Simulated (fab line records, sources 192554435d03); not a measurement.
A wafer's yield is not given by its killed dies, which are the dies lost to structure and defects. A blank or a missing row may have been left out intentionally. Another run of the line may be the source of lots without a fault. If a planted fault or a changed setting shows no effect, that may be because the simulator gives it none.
Which tool did it? / flow n5 finfet / 10 lots with 30 wafers sampled at 5 steps, on a route of 1938 steps

## WHAT THE GAUGES READ, wafer by wafer
N5_ZERO_LAYER_INSPECT_20: inspects for defects (darkfield).
lot=L269; measured=day 2 01:26; on=defect inspect-01; raw defect count=41 26 21
lot=L270; measured=day 2 07:17; on=defect inspect-02; raw defect count=35 23 31
lot=L272; measured=day 2 19:57; on=defect inspect-02; raw defect count=34 48 45
lot=L273; measured=day 3 01:17; on=defect inspect-01; raw defect count=22 29 12
lot=L277; measured=day 4 01:16; on=defect inspect-02; raw defect count=50 36 36
lot=L278; measured=day 4 07:38; on=defect inspect-02; raw defect count=47 24 20
lot=L279; measured=day 4 13:23; on=defect inspect-01; raw defect count=35 38 17
lot=L285; measured=day 6 01:23; on=defect inspect-01; raw defect count=41 26 31
lot=L286; measured=day 6 07:20; on=defect inspect-02; raw defect count=28 33 35
lot=L288; measured=day 6 19:16; on=defect inspect-01; raw defect count=20 42 19

N5_WELL_APT_CD_MEAS_08: the cd target is 200 nm.
lot=L269; measured=day 2 01:52; on=cd sem-02; cd nm (nm)=201.2 199.0 198.8
lot=L270; measured=day 2 07:35; on=cd sem-03; cd nm (nm)=203.5 201.4 203.3
lot=L272; measured=day 2 20:16; on=cd sem-02; cd nm (nm)=198.8 200.3 198.9
lot=L273; measured=day 3 01:43; on=cd sem-03; cd nm (nm)=200.6 198.2 194.3
lot=L277; measured=day 4 01:41; on=cd sem-02; cd nm (nm)=197.5 197.7 196.6
lot=L278; measured=day 4 08:04; on=cd sem-01; cd nm (nm)=198.5 199.2 201.9
lot=L279; measured=day 4 13:49; on=cd sem-01; cd nm (nm)=199.5 200.3 201.2
lot=L285; measured=day 6 01:41; on=cd sem-01; cd nm (nm)=199.0 198.6 201.2
lot=L286; measured=day 6 07:39; on=cd sem-02; cd nm (nm)=200.4 199.7 200.5
lot=L288; measured=day 6 19:34; on=cd sem-03; cd nm (nm)=201.4 200.1 201.1

N5_BEOL_M4_RC_MEAS_101.
lot=L269; measured=day 9 00:26; on=prober-01; DIBL_N (mV/V)=34.8 36.4 32.5; DIBL_P (mV/V)=34.6 37.3 32.9; IOFF_N (nA/um)=0.127 0.172 0.114; IOFF_P (nA/um)=0.20 0.26 0.19; ION_N (uA/um)=660 683 669; ION_P (uA/um)=460 474 470; RS_PWELL (ohm/sq)=3018 3038 3014; SS_N (mV/dec)=71.4 71.5 70.7; SS_P (mV/dec)=71.7 73.3 72.3; VT_N (mV)=253.8 250.2 250.5; VT_P (mV)=-248 -246 -247
lot=L270; measured=day 9 04:48; on=prober-02; DIBL_N (mV/V)=36.3 38.0 36.7; DIBL_P (mV/V)=36.2 39.1 35.7; IOFF_N (nA/um)=0.161 0.208 0.169; IOFF_P (nA/um)=0.22 0.28 0.21; ION_N (uA/um)=674 682 674; ION_P (uA/um)=462 465 454; RS_PWELL (ohm/sq)=3008 2974 3001; SS_N (mV/dec)=71.1 72.0 71.8; SS_P (mV/dec)=74.1 73.7 73.2; VT_N (mV)=249.6 246.3 250.4; VT_P (mV)=-247 -248 -247
lot=L272; measured=day 9 14:31; on=prober-01; DIBL_N (mV/V)=37.4 37.1 35.0; DIBL_P (mV/V)=35.6 36.0 33.4; IOFF_N (nA/um)=0.178 0.178 0.136; IOFF_P (nA/um)=0.20 0.21 0.16; ION_N (uA/um)=674 686 664; ION_P (uA/um)=456 458 448; RS_PWELL (ohm/sq)=3004 3007 3014; SS_N (mV/dec)=71.8 71.6 71.7; SS_P (mV/dec)=73.3 73.6 72.4; VT_N (mV)=247.8 249.2 253.0; VT_P (mV)=-255 -253 -255
lot=L273; measured=day 9 05:35; on=prober-01; DIBL_N (mV/V)=35.8 37.2 35.4; DIBL_P (mV/V)=37.4 38.3 36.6; IOFF_N (nA/um)=0.168 0.183 0.158; IOFF_P (nA/um)=0.24 0.24 0.21; ION_N (uA/um)=689 681 666; ION_P (uA/um)=473 463 459; RS_PWELL (ohm/sq)=2991 3005 2976; SS_N (mV/dec)=71.4 71.7 70.7; SS_P (mV/dec)=73.3 73.6 73.8; VT_N (mV)=248.0 246.9 249.3; VT_P (mV)=-249 -247 -252
lot=L277; measured=day 10 14:10; on=prober-02; DIBL_N (mV/V)=35.7 34.4 33.6; DIBL_P (mV/V)=35.9 34.8 33.0; IOFF_N (nA/um)=0.157 0.137 0.122; IOFF_P (nA/um)=0.21 0.20 0.17; ION_N (uA/um)=667 666 648; ION_P (uA/um)=456 463 452; RS_PWELL (ohm/sq)=3003 3049 3036; SS_N (mV/dec)=71.3 70.3 71.2; SS_P (mV/dec)=73.0 73.0 71.8; VT_N (mV)=250.1 248.8 253.3; VT_P (mV)=-247 -248 -251
lot=L278; measured=day 10 16:13; on=prober-01; DIBL_N (mV/V)=35.8 32.5 36.7; DIBL_P (mV/V)=36.3 31.9 37.0; IOFF_N (nA/um)=0.153 0.105 0.161; IOFF_P (nA/um)=0.19 0.14 0.20; ION_N (uA/um)=676 658 663; ION_P (uA/um)=455 448 452; RS_PWELL (ohm/sq)=4273 4245 4266; SS_N (mV/dec)=70.7 70.6 71.4; SS_P (mV/dec)=74.0 72.7 74.8; VT_N (mV)=248.6 258.3 250.6; VT_P (mV)=-255 -257 -255
lot=L279; measured=day 11 10:02; on=prober-02; DIBL_N (mV/V)=38.4 35.8 36.2; DIBL_P (mV/V)=39.4 36.3 36.8; IOFF_N (nA/um)=0.204 0.159 0.169; IOFF_P (nA/um)=0.25 0.20 0.21; ION_N (uA/um)=676 687 687; ION_P (uA/um)=464 466 463; RS_PWELL (ohm/sq)=4260 4340 4278; SS_N (mV/dec)=72.0 71.6 71.7; SS_P (mV/dec)=73.9 72.9 72.5; VT_N (mV)=243.7 248.7 245.4; VT_P (mV)=-250 -250 -251
lot=L285; measured=day 12 12:24; on=prober-01; DIBL_N (mV/V)=37.8 34.7 37.3; DIBL_P (mV/V)=38.4 34.8 38.4; IOFF_N (nA/um)=0.207 0.137 0.178; IOFF_P (nA/um)=0.23 0.18 0.23; ION_N (uA/um)=679 658 672; ION_P (uA/um)=458 456 459; RS_PWELL (ohm/sq)=2965 2987 2991; SS_N (mV/dec)=72.8 71.4 72.2; SS_P (mV/dec)=73.4 72.3 74.3; VT_N (mV)=246.9 250.4 245.6; VT_P (mV)=-248 -252 -248
lot=L286; measured=day 13 00:23; on=prober-01; DIBL_N (mV/V)=35.5 37.5 35.4; DIBL_P (mV/V)=35.9 38.4 35.7; IOFF_N (nA/um)=0.162 0.193 0.156; IOFF_P (nA/um)=0.25 0.28 0.24; ION_N (uA/um)=663 680 667; ION_P (uA/um)=465 472 462; RS_PWELL (ohm/sq)=2978 2971 2982; SS_N (mV/dec)=72.1 72.4 71.2; SS_P (mV/dec)=72.7 74.2 72.8; VT_N (mV)=249.5 248.3 249.9; VT_P (mV)=-243 -244 -248
lot=L288; measured=day 13 03:45; on=prober-02; DIBL_N (mV/V)=40.2 35.4 37.4; DIBL_P (mV/V)=39.1 34.9 37.0; IOFF_N (nA/um)=0.228 0.132 0.165; IOFF_P (nA/um)=0.27 0.19 0.22; ION_N (uA/um)=677 672 682; ION_P (uA/um)=468 462 465; RS_PWELL (ohm/sq)=3005 3025 3052; SS_N (mV/dec)=72.5 70.7 71.2; SS_P (mV/dec)=74.4 72.5 73.3; VT_N (mV)=246.0 252.0 247.7; VT_P (mV)=-248 -254 -249

## EACH LOT AND THE TOOL THAT RAN IT (in order: tool; ch and the chambers of the sampled wafers; start)
lot=L269; N5_ZERO_LAYER_ETCH_18=rie si-01 ch 2,3, day 2 00:58; N5_WELL_APT_IMPLANT_31=implanter-02 ch 0, day 2 03:12
lot=L270; N5_ZERO_LAYER_ETCH_18=rie si-06 ch 0,2,3, day 2 06:49; N5_WELL_APT_IMPLANT_31=implanter-01 ch 0, day 2 09:04
lot=L272; N5_ZERO_LAYER_ETCH_18=rie si-06 ch 0,2,3, day 2 19:28; N5_WELL_APT_IMPLANT_31=implanter-02 ch 0, day 2 21:37
lot=L273; N5_ZERO_LAYER_ETCH_18=rie si-04 ch 0,2,3, day 3 00:49; N5_WELL_APT_IMPLANT_31=implanter-01 ch 0, day 3 03:32
lot=L277; N5_ZERO_LAYER_ETCH_18=rie si-01 ch 0,2, day 4 00:47; N5_WELL_APT_IMPLANT_31=implanter-02 ch 0, day 4 03:09
lot=L278; N5_ZERO_LAYER_ETCH_18=rie si-04 ch 0,1,2, day 4 07:11; N5_WELL_APT_IMPLANT_31=implanter-02 ch 0, day 4 09:47
lot=L279; N5_ZERO_LAYER_ETCH_18=rie si-06 ch 1,2, day 4 12:55; N5_WELL_APT_IMPLANT_31=implanter-02 ch 0, day 4 15:14
lot=L285; N5_ZERO_LAYER_ETCH_18=rie si-04 ch 0,2,3, day 6 00:55; N5_WELL_APT_IMPLANT_31=implanter-01 ch 0, day 6 02:59
lot=L286; N5_ZERO_LAYER_ETCH_18=rie si-04 ch 0,1,2, day 6 06:53; N5_WELL_APT_IMPLANT_31=implanter-01 ch 0, day 6 08:58
lot=L288; N5_ZERO_LAYER_ETCH_18=rie si-06 ch 0,1,2, day 6 18:48; N5_WELL_APT_IMPLANT_31=implanter-01 ch 0, day 6 21:10
- N5_ZERO_LAYER_ETCH_18: etches Si in HBr/Cl2, target depth 120 nm, time 40 s.
- N5_WELL_APT_IMPLANT_31

## AS READ BY THE TOOLS THEMSELVES (means over the sampled wafers that have a number; for cases with no such wafer, the mark the record gives instead)
N5_ZERO_LAYER_ETCH_18.
lot=L269; tool=rie si-01; bias w (W)=74.78; drypump motor current A (A)=5.1; oes product au (a.u.)=1.015; throttle valve pct (%)=36.5
lot=L270; tool=rie si-06; bias w (W)=74.84; drypump motor current A (A)=5.6; oes product au (a.u.)=0.999; throttle valve pct (%)=36.5
lot=L272; tool=rie si-06; bias w (W)=75.08; drypump motor current A (A)=5.6; oes product au (a.u.)=1.003; throttle valve pct (%)=36.5
lot=L273; tool=rie si-04; bias w (W)=75.05; drypump motor current A (A)=5.7; oes product au (a.u.)=1.027; throttle valve pct (%)=36.3
lot=L277; tool=rie si-01; bias w (W)=75.01; drypump motor current A (A)=5.3; oes product au (a.u.)=1.024; throttle valve pct (%)=36.4
lot=L278; tool=rie si-04; bias w (W)=74.84; drypump motor current A (A)=5.4; oes product au (a.u.)=1.016; throttle valve pct (%)=36.2
lot=L279; tool=rie si-06; bias w (W)=75.18; drypump motor current A (A)=5.9; oes product au (a.u.)=0.999; throttle valve pct (%)=36.2
lot=L285; tool=rie si-04; bias w (W)=75.16; drypump motor current A (A)=5.8; oes product au (a.u.)=1.025; throttle valve pct (%)=36.3
lot=L286; tool=rie si-04; bias w (W)=74.83; drypump motor current A (A)=5.4; oes product au (a.u.)=1.016; throttle valve pct (%)=36.2
lot=L288; tool=rie si-06; bias w (W)=75.14; drypump motor current A (A)=5.7; oes product au (a.u.)=0.999; throttle valve pct (%)=36.3

N5_WELL_APT_IMPLANT_31.
lot=L269; tool=implanter-02; dose ions cm2=1.5005e+13; faraday current uA=192; tilt deg (degrees)=-0.009
lot=L270; tool=implanter-01; dose ions cm2=1.5029e+13; faraday current uA=194; tilt deg (degrees)=-0.008
lot=L272; tool=implanter-02; dose ions cm2=1.5011e+13; faraday current uA=191; tilt deg (degrees)=-0.005
lot=L273; tool=implanter-01; dose ions cm2=1.5000e+13; faraday current uA=189; tilt deg (degrees)=-0.007
lot=L277; tool=implanter-02; dose ions cm2=1.5000e+13; faraday current uA=191; tilt deg (degrees)=0.008
lot=L278; tool=implanter-02; dose ions cm2=8.1443e+12; faraday current uA=103; tilt deg (degrees)=-0.028
lot=L279; tool=implanter-02; dose ions cm2=8.1383e+12; faraday current uA=101; tilt deg (degrees)=-0.003
lot=L285; tool=implanter-01; dose ions cm2=1.4974e+13; faraday current uA=193; tilt deg (degrees)=-0.010
lot=L286; tool=implanter-01; dose ions cm2=1.5007e+13; faraday current uA=192; tilt deg (degrees)=0.004
lot=L288; tool=implanter-01; dose ions cm2=1.5003e+13; faraday current uA=189; tilt deg (degrees)=-0.008

## THE ANSWER, worked out from the rows above alone
Rule: the usual values come from the lots themselves. Put in order of their means at a reading, lots are off if they are a third of the lots or fewer, leave a main group of 4 or more, and stand apart from it by a gap of 3 or more times the standard deviation of the main group's means; of several such gaps the widest counts. A main group is skipped when, at the precision printed for the reading in the tables above, its means are all equal. A lot without any number at a reading at which 4 lots or more have one is off too. The other lots that the step has rows for count as sound. Order of review: gauges by route order, followed by the tools' own readings, for which a lot's mean as printed above is used. At the first step where some lot is off, the reading lying furthest off is the one used; lots without a number count as furthest.
Off: at N5_BEOL_M4_RC_MEAS_101 (RS_PWELL), L278, L279. The main group: mean 3004 ohm/sq, standard deviation 20.
If a tool, at a process step before that reading, ran all the lots that are off and no sound lot after the first of them, it fits. Not tried: the gauges at N5_BEOL_M4_RC_MEAS_101; whatever is off there is also off at N5_WELL_APT_IMPLANT_31, on other tools, and gauge error can't account for it. One fits: implanter-02 at N5_WELL_APT_IMPLANT_31. Its last sound lot is L277 (day 4 03:09), its first lot that is off L278 (day 4 09:47): a fault that began between those two fits.
The tool's own readings at N5_WELL_APT_IMPLANT_31 bear it out: on the lots that are off they differ by more than 5 times the standard deviation of the sound lots' means. dose ions cm2 reads 8.1413e+12 there against 1.5004e+13 on the sound lots; faraday current uA reads 102 there against 191 on the sound lots.

## WHAT THE SIMULATOR PUT IN
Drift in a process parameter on implanter-02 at N5_WELL_APT_IMPLANT_31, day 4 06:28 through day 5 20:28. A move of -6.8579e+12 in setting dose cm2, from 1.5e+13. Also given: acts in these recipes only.
Shown lots that were struck: L278, L279. The same result came from the rule above.
